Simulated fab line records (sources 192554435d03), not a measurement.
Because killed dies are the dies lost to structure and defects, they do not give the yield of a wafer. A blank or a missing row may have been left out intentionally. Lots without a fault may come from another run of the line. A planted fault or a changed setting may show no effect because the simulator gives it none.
The tool behind it: which one?    flow n5_finfet    Sampling: 24 lots, 72 wafers, 2 of 1938 route steps

WHAT THE GAUGES SHOWED, per wafer
N5_MOL_CONTACT_COAG_CD_MEAS_101: the cd target is 16 nm.
lot   measured      on         cd_nm (nm)
L074  day 5 09:28   cd_sem-01  15.9 15.8 16.0
L075  day 5 18:26   cd_sem-02  16.2 16.3 16.5
L076  day 5 21:37   cd_sem-03  16.0 16.2 15.8
L077  day 6 01:16   cd_sem-02  16.3 15.9 15.6
L078  day 6 07:16   cd_sem-01  16.1 15.2 15.6
L079  day 6 14:22   cd_sem-03  16.3 15.7 16.0
L080  day 6 17:17   cd_sem-02  15.6 15.9 15.7
L081  day 6 23:10   cd_sem-02  16.1 16.0 15.8
L082  day 7 04:34   cd_sem-02  15.5 16.3 15.4
L083  day 7 12:40   cd_sem-02  16.0 16.2 16.2
L084  day 7 21:41   cd_sem-01  15.6 15.3 15.3
L085  day 7 21:49   cd_sem-02  16.6 16.6 16.2
L086  day 8 02:10   cd_sem-01  16.1 16.2 15.7
L087  day 8 13:31   cd_sem-01  16.2 16.5 15.9
L088  day 8 18:23   cd_sem-01  16.2 15.8 16.4
L089  day 8 23:32   cd_sem-01  16.0 15.8 15.6
L090  day 9 08:58   cd_sem-01  15.3 16.1 16.2
L091  day 9 10:26   cd_sem-03  16.3 16.7 15.7
L092  day 9 16:57   cd_sem-03  16.1 15.6 15.3
L093  day 9 22:19   cd_sem-02  16.3 15.7 16.3
L094  day 10 13:44  cd_sem-02  16.0 15.7 16.3
L095  day 10 13:56  cd_sem-03  15.9 15.8 16.4
L096  day 10 18:34  cd_sem-01  15.9 15.8 16.3
L097  day 11 00:37  cd_sem-03  16.3 16.1 15.9

WHAT TOOL EACH LOT RAN ON (gives the tool, then ch and the chambers of the sampled wafers, and finally the start)
lot   N5_MOL_CONTACT_COAG_TI_SIL_19
L074  pvd_sputter-01, day 4 21:23
L075  pvd_sputter-03, day 5 08:55
L076  pvd_sputter-01, day 5 10:08
L077  pvd_sputter-01, day 5 13:47
L078  pvd_sputter-03, day 5 19:42
L079  pvd_sputter-01, day 6 03:19
L080  pvd_sputter-02, day 6 06:58
L081  pvd_sputter-01, day 6 12:23
L082  pvd_sputter-01, day 6 18:34
L083  pvd_sputter-01, day 7 00:24
L084  pvd_sputter-01, day 7 08:49
L085  pvd_sputter-01, day 7 10:11
L086  pvd_sputter-03, day 7 14:32
L087  pvd_sputter-01, day 8 00:16
L088  pvd_sputter-01, day 8 06:00
L089  pvd_sputter-03, day 8 11:22
L090  pvd_sputter-02, day 8 22:23
L091  pvd_sputter-02, day 8 23:16
L092  pvd_sputter-03, day 9 06:35
L093  pvd_sputter-01, day 9 12:19
L094  pvd_sputter-02, day 10 01:03
L095  pvd_sputter-02, day 10 01:09
L096  pvd_sputter-02, day 10 06:32
L097  pvd_sputter-03, day 10 12:26
- N5_MOL_CONTACT_COAG_TI_SIL_19: material Ti, target thk 4.2 nm, time 15 s.

AS READ BY THE TOOLS THEMSELVES (means over the sampled wafers that have a number; for cases with no such wafer, the mark the record gives instead)
N5_MOL_CONTACT_COAG_TI_SIL_19.
lot   tool            throttle_valve_pct (%)
L074  pvd_sputter-01  30.3
L075  pvd_sputter-03  30.1
L076  pvd_sputter-01  31.8
L077  pvd_sputter-01  30.5
L078  pvd_sputter-03  30.2
L079  pvd_sputter-01  30.5
L080  pvd_sputter-02  29.4
L081  pvd_sputter-01  30.9
L082  pvd_sputter-01  31.4
L083  pvd_sputter-01  30.5
L084  pvd_sputter-01  31.0
L085  pvd_sputter-01  30.6
L086  pvd_sputter-03  30.6
L087  pvd_sputter-01  30.2
L088  pvd_sputter-01  31.7
L089  pvd_sputter-03  30.1
L090  pvd_sputter-02  28.8
L091  pvd_sputter-02  28.6
L092  pvd_sputter-03  29.9
L093  pvd_sputter-01  29.8
L094  pvd_sputter-02  29.4
L095  pvd_sputter-02  29.1
L096  pvd_sputter-02  30.8
L097  pvd_sputter-03  30.0

THE ANSWER, worked out from the rows above alone
Rule: the lots themselves supply what counts as usual. The widest of any qualifying gaps counts: lots, ordered by their means at a reading, are off when they make up no more than a third of the lots, leave a main group of 4 or more, and stand apart from it by 3 or more times the standard deviation of that group's means. Not used: any main group whose means are identical at the precision the tables above print for the reading. Also off: a lot with no number at a reading for which 4 or more lots have one. Any other lot the step has rows for is counted as sound. First the gauges in route order, then the tools' own readings, where a lot's mean is used as printed above. At the first step where some lot is off, the reading lying furthest off is the one used; lots without a number count as furthest.
Nothing can be told from this: no lot is off at any reading shown.

WHAT WAS PUT IN BY THE SIMULATOR
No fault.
